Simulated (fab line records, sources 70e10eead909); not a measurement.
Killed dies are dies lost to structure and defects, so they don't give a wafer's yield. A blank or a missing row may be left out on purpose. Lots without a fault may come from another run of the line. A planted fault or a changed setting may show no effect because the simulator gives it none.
Problem report in the 8D (eight disciplines) form, filled by code | flow nand_harc | the parts of the form that need people (team, actions taken, sign-off) are left out

1. THE PROBLEM
killed_at_periphery at NHARC_END_SORT_01 reads a mean of 618 on 2 wafers of 1 lot; wafers without a fault read 4 with a standard deviation of 3.1. That is +99 or more standard deviations from the usual mean.
First seen on wafer L671.3, day 29 08:00, on prober-02. The record holds 9 wafers of 3 lots with a number at this step. Rule for "out", or "out of limits": more than 4 standard deviations from the usual mean. The other wafers with a number count as sound.

2. WHAT IT IS AND WHAT IT IS NOT
question                    | is                                                     | is not
which readings at this step | killed_at_periphery, defect_limited_yield, killed_dies | killed_at_array, killed_at_other, killed_open, killed_short
which lots                  | L671                                                   | L665, L682
which wafers of those lots  | L671.3, L671.5                                         | L671.1
read on which gauges        | prober-02                                              | prober-01
when                        | from day 29 08:00                                      | up to then (4 sound wafers); but 3 sound wafers of L682 came after

3. SUSPECTS, AND WHAT RULES EACH OUT
Counting: a tool at a process step up to the reading stays a suspect if it ran every lot that is out. Sound lots after the first of them don't rule it out here, since some wafers of a struck lot are sound.
- the gauge at NHARC_END_SORT_01: ruled out. All the wafers that are out were read on prober-02, but those of them that NHARC_P_M0_ETCH_15 has rows for are out there too, on other tools.
- pvd_sputter-01 at NHARC_P_CONTACT_PVD_32 (deposits Ti, target thk 5 nm, time 17.7 s): kept. It ran the lot that is out, L671 (day 10 00:02). NHARC_P_CONTACT_PVD_32 gives no start for some lots, so the hours and the order of its lots are those of NHARC_P_M0_OVL_MEAS_10.
- rie_diel-12 at NHARC_P_M0_ETCH_15 (etches the open film in C4F8/Ar, target depth 150 nm, overetch 15 nm, time 82.5 s): kept. It ran the lot that is out, L671 (day 10 00:19); its last sound lot up to then is L665 (day 7 06:34). Its own readings are out on those wafers: run_length_s.
- Within rie_diel-12 at NHARC_P_M0_ETCH_15: the wafers that are out ran in chamber 0; their sound lot-mates ran in chamber 2.
Left after counting: pvd_sputter-01 at NHARC_P_CONTACT_PVD_32, rie_diel-12 at NHARC_P_M0_ETCH_15.

4. THE CAUSE (what the simulator had put in)
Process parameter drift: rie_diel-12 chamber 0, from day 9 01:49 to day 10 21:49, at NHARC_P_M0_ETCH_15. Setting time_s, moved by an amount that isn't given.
Counting left 2 suspects, and this tool is among them.

5. THE CHAIN OF EFFECTS, in route order
Each row: a reading whose mean over the struck wafers that have a number lies more than 3 standard deviations from the usual. Only readings for which the record gives a usual standard deviation are gone through. hours: the time from each lot's start at the first step in this table that gives one to its start at this step, as a median over the lots. sigmas: the change in usual standard deviations.
hours | step               | reading              | usual   | on struck wafers | change | sigmas
0     | NHARC_P_M0_ETCH_15 | run_length_s         | 103.8 s | 91.1             | -12.7  | -28
464   | NHARC_END_SORT_01  | defect_limited_yield | 90.6 %  | 0.0              | -90.6  | -35
464   | NHARC_END_SORT_01  | killed_at_periphery  | 4       | 618              | +614   | +99 or more
464   | NHARC_END_SORT_01  | killed_dies          | 64      | 677              | +613   | +34
The process steps in it:
- NHARC_P_M0_ETCH_15: etches the open film in C4F8/Ar, target depth 150 nm, overetch 15 nm, time 82.5 s.

6. WHAT WOULD HAVE CAUGHT IT SOONER
In this record the first reading out of limits at a measuring or inspecting step was taken at day 29 08:00, 486 hours after the fault began at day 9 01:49.
The tool's own readings at NHARC_P_M0_ETCH_15 were out on every struck wafer that the step has a row for (run_length_s): an alarm limit on them would have fired on the first of those.
All the lots that are out (1) had begun NHARC_P_M0_ETCH_15 on rie_diel-12 by day 29 08:00. A hold on the tool at that time would have spared none of them.
